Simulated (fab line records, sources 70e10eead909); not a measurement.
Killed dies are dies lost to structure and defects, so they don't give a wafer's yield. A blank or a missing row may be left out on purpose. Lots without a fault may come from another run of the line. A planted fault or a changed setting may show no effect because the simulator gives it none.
Which tool did it? | flow nand_harc | 24 lots, 72 wafers sampled, at 5 steps of a route of 1302

WHAT THE GAUGES READ, wafer by wafer
NHARC_P_M1_INSPECT_27. Usual: raw_defect_count 311, standard deviation 130.
lot  | measured     | on                | raw_defect_count | flag
L075 | day 6 21:29  | defect_inspect-02 | 522 217 285      |
L074 | day 6 22:02  | defect_inspect-01 | 293 394 308      |
L076 | day 7 09:39  | defect_inspect-02 | 268 311 402      |
L077 | day 8 00:10  | defect_inspect-02 | 136 140 272      |
L078 | day 8 07:41  | defect_inspect-01 | 261 290 244      |
L079 | day 8 13:29  | defect_inspect-02 | 416 312 457      |
L080 | day 8 21:31  | defect_inspect-01 | 233 156 158      |
L081 | day 9 04:08  | defect_inspect-01 | 142 311 292      |
L082 | day 9 14:53  | defect_inspect-02 | 260 230 252      |
L083 | day 10 03:37 | defect_inspect-01 | 184 240 241      |
L084 | day 10 15:10 | defect_inspect-02 | 394 281 278      |
L085 | day 10 22:31 | defect_inspect-01 | 133 200 220      |
L086 | day 11 04:53 | defect_inspect-02 | 558 381 621      |
L087 | day 12 08:38 | defect_inspect-01 | 278 229 227      |
L089 | day 12 09:17 | defect_inspect-02 | 282 254 258      |
L088 | day 12 11:25 | defect_inspect-01 | 500 601 421      |
L090 | day 13 04:25 | defect_inspect-02 | 236 246 379      |
L091 | day 13 08:55 | defect_inspect-02 | 184 163 291      |
L092 | day 13 19:08 | defect_inspect-01 | 299 334 332      |
L093 | day 14 03:50 | defect_inspect-02 | 354 525 614      |
L094 | day 14 22:45 | defect_inspect-02 | 332 297 269      |
L095 | day 15 03:09 | defect_inspect-01 | 299 399 499      |
L096 | day 15 08:05 | defect_inspect-02 | 177 353 244      |
L097 | day 15 22:51 | defect_inspect-02 | 345 194 450      |

NHARC_A_CHANNEL_HOLE_D1_CD_MEAS_18. Usual: cd_nm 98 nm, standard deviation 3.1.
lot  | measured     | on        | cd_nm (nm)  | flag
L075 | day 9 07:04  | cd_sem-02 | 99 100 99   |
L074 | day 9 08:27  | cd_sem-03 | 98 99 101   |
L076 | day 9 22:22  | cd_sem-01 | 97 98 97    |
L077 | day 10 05:31 | cd_sem-01 | 95 102 103  |
L078 | day 10 05:41 | cd_sem-02 | 101 101 98  |
L079 | day 10 14:38 | cd_sem-02 | 97 97 96    |
L080 | day 10 22:47 | cd_sem-01 | 95 96 106   |
L081 | day 11 09:45 | cd_sem-02 | 95 95 94    |
L082 | day 12 00:08 | cd_sem-03 | 92 98 96    |
L083 | day 12 07:06 | cd_sem-01 | 98 96 96    |
L084 | day 12 16:11 | cd_sem-01 | 94 98 95    |
L085 | day 13 00:39 | cd_sem-01 | 98 100 94   |
L086 | day 13 09:22 | cd_sem-02 | 96 93 102   |
L087 | day 14 17:47 | cd_sem-03 | 95 97 92    |
L089 | day 14 13:53 | cd_sem-02 | 105 97 100  |
L088 | day 14 15:47 | cd_sem-03 | 99 99 96    |
L090 | day 15 08:26 | cd_sem-02 | 103 96 98   |
L091 | day 15 13:48 | cd_sem-02 | 103 97 98   |
L092 | day 15 21:52 | cd_sem-03 | 102 101 103 |
L093 | day 16 04:31 | cd_sem-03 | 101 101 100 |
L094 | day 17 04:38 | cd_sem-01 | 93 97 94    |
L095 | day 17 04:57 | cd_sem-03 | 96 97 105   |
L096 | day 17 13:45 | cd_sem-02 | 99 96 94    |
L097 | day 18 04:28 | cd_sem-02 | 95 101 98   |

WHICH TOOL RAN EACH LOT (tool, then ch and the chambers of the sampled wafers, then the start)
lot  | NHARC_P_M2_ETCH_35                 | NHARC_P_BONDPAD_ETCH_12                       | NHARC_A_ZERO_WELL_ETCH_19
L075 | rie_diel-10 ch 1,2,3, day 6 23:08  | rie_diel-13 ch 1,2,3, day 7 07:35 or earlier  | rie_diel-08 ch 0,1,2, day 7 07:35
L074 | rie_diel-05 ch 0,1, day 6 23:47    | rie_diel-11 ch 0,2, day 7 08:30 or earlier    | rie_diel-08 ch 1,2,3, day 7 08:30
L076 | rie_diel-02 ch 0,2,3, day 7 11:19  | rie_diel-11 ch 0,2,3, day 8 00:52 or earlier  | rie_diel-08 ch 0,2,3, day 8 00:52
L077 | rie_diel-05 ch 0,1, day 8 01:49    | rie_diel-01 ch 2,3, day 8 12:43 or earlier    | rie_diel-08 ch 2,3, day 8 12:43
L078 | rie_diel-10 ch 1,3, day 8 09:21    | rie_diel-11 ch 0,3, day 8 17:50 or earlier    | rie_diel-08 ch 0,1,2, day 8 17:50
L079 | rie_diel-05 ch 0,3, day 8 15:10    | rie_diel-11 ch 2,3, day 8 23:34 or earlier    | rie_diel-12 ch 0,1, day 8 23:34
L080 | rie_diel-05 ch 0,1,2, day 8 23:10  | rie_diel-13 ch 0,1,2, day 9 07:41 or earlier  | rie_diel-12 ch 0,1,2, day 9 07:41
L081 | rie_diel-10 ch 0,1, day 9 05:49    | rie_diel-13 ch 0,2, day 9 14:31 or earlier    | rie_diel-03 ch 2,3, day 9 14:31
L082 | rie_diel-10 ch 1,2,3, day 9 16:33  | rie_diel-01 ch 0,1,3, day 10 01:17 or earlier | rie_diel-08 ch 0,1,2, day 10 01:17
L083 | rie_diel-05 ch 1,2,3, day 10 05:17 | rie_diel-01 ch 1,2,3, day 10 13:48 or earlier | rie_diel-08 ch 0,1,3, day 10 13:48
L084 | rie_diel-02 ch 1,2,3, day 10 16:49 | rie_diel-13 ch 1,3, day 11 01:20 or earlier   | rie_diel-08 ch 0,1,2, day 11 01:20
L085 | rie_diel-10 ch 0,2, day 11 00:10   | rie_diel-01 ch 0,1,3, day 11 08:30 or earlier | rie_diel-12 ch 2,3, day 11 08:30
L086 | rie_diel-02 ch 0,1,3, day 11 06:33 | rie_diel-01 ch 0,2, day 11 15:11 or earlier   | rie_diel-08 ch 1,2,3, day 11 15:11
L087 | rie_diel-05 ch 2,3, day 12 10:19   | rie_diel-11 ch 1,2,3, day 12 18:59 or earlier | rie_diel-12 ch 0,1,2, day 12 18:59
L089 | rie_diel-02 ch 1,2, day 12 11:03   | rie_diel-11 ch 0,2,3, day 12 19:59 or earlier | rie_diel-08 ch 1,2,3, day 12 19:59
L088 | rie_diel-05 ch 1,2,3, day 12 13:04 | rie_diel-01 ch 0,2, day 12 21:31 or earlier   | rie_diel-08 ch 1,3, day 12 21:31
L090 | rie_diel-10 ch 0,3, day 13 06:05   | rie_diel-01 ch 0,1, day 13 14:44 or earlier   | rie_diel-12 ch 2,3, day 13 14:44
L091 | rie_diel-10 ch 1,2, day 13 10:37   | rie_diel-11 ch 0,1,2, day 13 19:17 or earlier | rie_diel-12 ch 2,3, day 13 19:17
L092 | rie_diel-10 ch 0,2,3, day 13 20:41 | rie_diel-13 ch 1,2,3, day 14 05:10 or earlier | rie_diel-08 ch 1,2,3, day 14 05:10
L093 | rie_diel-10 ch 0,1,3, day 14 05:31 | rie_diel-13 ch 2,3, day 14 13:58 or earlier   | rie_diel-08 ch 0,1,2, day 14 13:58
L094 | rie_diel-10 ch 0,2,3, day 15 00:18 | rie_diel-11 ch 0,1,2, day 15 08:52 or earlier | rie_diel-08 ch 0,2, day 15 08:52
L095 | rie_diel-02 ch 2,3, day 15 04:49   | rie_diel-01 ch 1,2, day 15 13:28 or earlier   | rie_diel-12 ch 0,3, day 15 13:28
L096 | rie_diel-10 ch 0,2,3, day 15 09:44 | rie_diel-01 ch 0,2,3, day 15 18:22 or earlier | rie_diel-12 ch 2,3, day 15 18:22
L097 | rie_diel-10 ch 0,2,3, day 16 00:31 | rie_diel-13 ch 1,3, day 16 11:50 or earlier   | rie_diel-03 ch 1,2, day 16 11:50
- NHARC_P_M2_ETCH_35: etches the open film in N2/H2, target depth 40 nm, overetch 12 nm, time 43.94 s.
- NHARC_P_BONDPAD_ETCH_12: etches the open film in CHF3/O2, target depth 200 nm, time 100 s.
- NHARC_A_ZERO_WELL_ETCH_19: etches the open film in N2/H2, target depth 80 nm, overetch 24 nm, time 87.88 s.

WHAT THE TOOLS THEMSELVES READ (means of the sampled wafers that have a number; where no wafer has one, the mark that the record gives instead)
NHARC_P_M2_ETCH_35. Usual: drypump_motor_current_A 5.8 A, standard deviation 0.45; oes_product_au 0.998 a.u., standard deviation 0.013; rf_vpp_V 431.8 V, standard deviation 2.7; showerhead_plenum_p_Torr 2.09 Torr, standard deviation 0.094; throttle_valve_pct 14.172 %, standard deviation 0.0093.
lot  | tool        | drypump_motor_current_A (A) | oes_product_au (a.u.) | rf_vpp_V (V) | showerhead_plenum_p_Torr (Torr) | throttle_valve_pct (%) | flag
L075 | rie_diel-10 | 5.9                         | 1.007                 | 430.6        | 2.04                            | 14.168                 |
L074 | rie_diel-05 | 5.5                         | 0.992                 | 433.2        | 2.14                            | 14.175                 |
L076 | rie_diel-02 | 6.0                         | 1.005                 | 430.5        | 2.04                            | 14.167                 |
L077 | rie_diel-05 | 5.6                         | 0.993                 | 432.7        | 2.14                            | 14.170                 |
L078 | rie_diel-10 | 6.0                         | 1.013                 | 428.4        | 1.97                            | 14.169                 |
L079 | rie_diel-05 | 5.7                         | 0.997                 | 433.4        | 2.13                            | 14.178                 |
L080 | rie_diel-05 | 5.7                         | 1.002                 | 434.5        | 2.16                            | 14.175                 |
L081 | rie_diel-10 | 5.8                         | 1.007                 | 430.7        | 2.04                            | 14.169                 |
L082 | rie_diel-10 | 5.9                         | 1.005                 | 430.8        | 2.04                            | 14.174                 |
L083 | rie_diel-05 | 6.2                         | 0.986                 | 433.7        | 2.15                            | 14.172                 |
L084 | rie_diel-02 | 5.4                         | 0.988                 | 430.8        | 2.04                            | 14.167                 |
L085 | rie_diel-10 | 5.6                         | 0.999                 | 433.6        | 2.17                            | 14.175                 |
L086 | rie_diel-02 | 5.7                         | 0.990                 | 427.9        | 1.96                            | 14.172                 |
L087 | rie_diel-05 | 6.5                         | 1.014                 | 433.0        | 2.13                            | 14.171                 |
L089 | rie_diel-02 | 5.2                         | 0.997                 | 430.0        | 2.02                            | 14.173                 |
L088 | rie_diel-05 | 6.1                         | 1.012                 | 433.7        | 2.15                            | 14.179                 |
L090 | rie_diel-10 | 6.0                         | 0.989                 | 429.5        | 2.02                            | 14.172                 |
L091 | rie_diel-10 | 5.8                         | 1.011                 | 431.2        | 2.04                            | 14.171                 |
L092 | rie_diel-10 | 5.8                         | 0.989                 | 431.9        | 2.09                            | 14.156                 |
L093 | rie_diel-10 | 5.9                         | 0.997                 | 430.2        | 2.03                            | 14.175                 |
L094 | rie_diel-10 | 5.8                         | 0.994                 | 432.0        | 2.09                            | 14.180                 |
L095 | rie_diel-02 | 5.7                         | 0.998                 | 432.2        | 2.11                            | 14.168                 |
L096 | rie_diel-10 | 5.8                         | 0.979                 | 432.4        | 2.09                            | 14.161                 |
L097 | rie_diel-10 | 5.8                         | 0.991                 | 432.2        | 2.09                            | 14.173                 |

NHARC_P_BONDPAD_ETCH_12. Usual: drypump_motor_current_A 6.0 A, standard deviation 0.39; oes_product_au 0.944 a.u., standard deviation 0.025; rf_vpp_V 370.0 V, standard deviation 2.2; showerhead_plenum_p_Torr 2.38 Torr, standard deviation 0.094; throttle_valve_pct 20.572 %, standard deviation 0.011.
lot  | tool        | drypump_motor_current_A (A) | oes_product_au (a.u.) | rf_vpp_V (V) | showerhead_plenum_p_Torr (Torr) | throttle_valve_pct (%) | flag
L075 | rie_diel-13 | 6.1                         | 0.918                 | 371.4        | 2.40                            | 20.568                 |
L074 | rie_diel-11 | 5.7                         | 0.939                 | 369.7        | 2.37                            | 20.581                 |
L076 | rie_diel-11 | 5.9                         | 0.940                 | 369.4        | 2.35                            | 20.577                 |
L077 | rie_diel-01 | 5.5                         | 0.934                 | 370.3        | 2.36                            | 20.572                 |
L078 | rie_diel-11 | 5.9                         | 0.963                 | 370.0        | 2.36                            | 20.575                 |
L079 | rie_diel-11 | 6.1                         | 0.938                 | 369.2        | 2.33                            | 20.564                 |
L080 | rie_diel-13 | 5.9                         | 0.971                 | 372.5        | 2.47                            | 20.563                 |
L081 | rie_diel-13 | 6.0                         | 0.925                 | 373.2        | 2.49                            | 20.581                 |
L082 | rie_diel-01 | 5.8                         | 0.962                 | 370.8        | 2.41                            | 20.574                 |
L083 | rie_diel-01 | 5.5                         | 0.968                 | 369.0        | 2.37                            | 20.572                 |
L084 | rie_diel-13 | 6.2                         | 0.914                 | 370.0        | 2.37                            | 20.571                 |
L085 | rie_diel-01 | 5.8                         | 0.934                 | 370.0        | 2.41                            | 20.571                 |
L086 | rie_diel-01 | 5.9                         | 0.929                 | 368.6        | 2.30                            | 20.572                 |
L087 | rie_diel-11 | 6.2                         | 0.966                 | 369.8        | 2.37                            | 20.581                 |
L089 | rie_diel-11 | 5.9                         | 0.977                 | 369.0        | 2.35                            | 20.571                 |
L088 | rie_diel-01 | 6.2                         | 0.928                 | 369.0        | 2.34                            | 20.575                 |
L090 | rie_diel-01 | 6.0                         | 0.967                 | 368.2        | 2.31                            | 20.564                 |
L091 | rie_diel-11 | 5.9                         | 0.935                 | 370.0        | 2.39                            | 20.576                 |
L092 | rie_diel-13 | 6.1                         | 0.915                 | 370.4        | 2.40                            | 20.577                 |
L093 | rie_diel-13 | 6.2                         | 0.930                 | 370.1        | 2.42                            | 20.578                 |
L094 | rie_diel-11 | 5.9                         | 0.920                 | 370.6        | 2.39                            | 20.571                 |
L095 | rie_diel-01 | 5.7                         | 0.968                 | 367.4        | 2.26                            | 20.567                 |
L096 | rie_diel-01 | 5.8                         | 0.960                 | 369.5        | 2.40                            | 20.584                 |
L097 | rie_diel-13 | 6.2                         | 0.954                 | 369.5        | 2.36                            | 20.578                 |

NHARC_A_ZERO_WELL_ETCH_19. Usual: drypump_motor_current_A 5.7 A, standard deviation 0.42; oes_product_au 1.001 a.u., standard deviation 0.012; rf_vpp_V 429.3 V, standard deviation 2.6; showerhead_plenum_p_Torr 1.99 Torr, standard deviation 0.092; throttle_valve_pct 14.173 %, standard deviation 0.0092.
lot  | tool        | drypump_motor_current_A (A) | oes_product_au (a.u.) | rf_vpp_V (V) | showerhead_plenum_p_Torr (Torr) | throttle_valve_pct (%) | flag
L075 | rie_diel-08 | 5.7                         | 1.003                 | 427.4        | 1.93                            | 14.175                 |
L074 | rie_diel-08 | 5.5                         | 0.999                 | 429.3        | 2.02                            | 14.171                 |
L076 | rie_diel-08 | 5.9                         | 1.004                 | 429.8        | 2.01                            | 14.165                 |
L077 | rie_diel-08 | 5.7                         | 1.008                 | 431.4        | 2.04                            | 14.168                 |
L078 | rie_diel-08 | 5.7                         | 1.001                 | 428.4        | 1.93                            | 14.178                 |
L079 | rie_diel-12 | 5.2                         | 0.997                 | 430.0        | 1.99                            | 14.176                 |
L080 | rie_diel-12 | 5.5                         | 0.995                 | 428.4        | 1.97                            | 14.177                 |
L081 | rie_diel-03 | 5.9                         | 0.990                 | 429.5        | 2.03                            | 14.166                 |
L082 | rie_diel-08 | 5.7                         | 0.997                 | 428.2        | 1.93                            | 14.178                 |
L083 | rie_diel-08 | 5.8                         | 1.003                 | 428.7        | 1.99                            | 14.165                 |
L084 | rie_diel-08 | 5.7                         | 0.992                 | 427.1        | 1.93                            | 14.183                 |
L085 | rie_diel-12 | 5.8                         | 1.010                 | 430.1        | 2.06                            | 14.174                 |
L086 | rie_diel-08 | 5.5                         | 0.990                 | 430.1        | 2.02                            | 14.187                 |
L087 | rie_diel-12 | 5.5                         | 1.011                 | 428.6        | 1.97                            | 14.166                 |
L089 | rie_diel-08 | 5.6                         | 1.007                 | 430.0        | 2.02                            | 14.180                 |
L088 | rie_diel-08 | 5.6                         | 0.992                 | 432.0        | 2.07                            | 14.175                 |
L090 | rie_diel-12 | 5.8                         | 1.002                 | 431.1        | 2.06                            | 14.179                 |
L091 | rie_diel-12 | 5.8                         | 1.002                 | 430.3        | 2.05                            | 14.171                 |
L092 | rie_diel-08 | 5.5                         | 1.001                 | 430.4        | 2.02                            | 14.171                 |
L093 | rie_diel-08 | 5.7                         | 1.002                 | 428.1        | 1.93                            | 14.171                 |
L094 | rie_diel-08 | 6.1                         | 0.991                 | 428.6        | 1.93                            | 14.173                 |
L095 | rie_diel-12 | 5.6                         | 1.005                 | 431.3        | 2.07                            | 14.175                 |
L096 | rie_diel-12 | 5.8                         | 1.009                 | 430.2        | 2.05                            | 14.175                 |
L097 | rie_diel-03 | 5.9                         | 1.009                 | 432.0        | 2.09                            | 14.176                 |

THE ANSWER, worked out from the rows above alone
Rule: a lot is off if the mean of its wafers that have a number lies more than 3 standard deviations from the usual mean. A lot without any number at a reading at which 4 lots or more have one is off too. The other lots that the step has rows for count as sound. The gauges are gone through in route order, then the tools' own readings, and for those a lot's mean is taken as printed above. The first step at which some lot is off is used, and at that step the reading that is off furthest; a lot without a number counts as furthest.
No lot is off at any reading shown: from this, nothing can be told.

WHAT THE SIMULATOR HAD PUT IN
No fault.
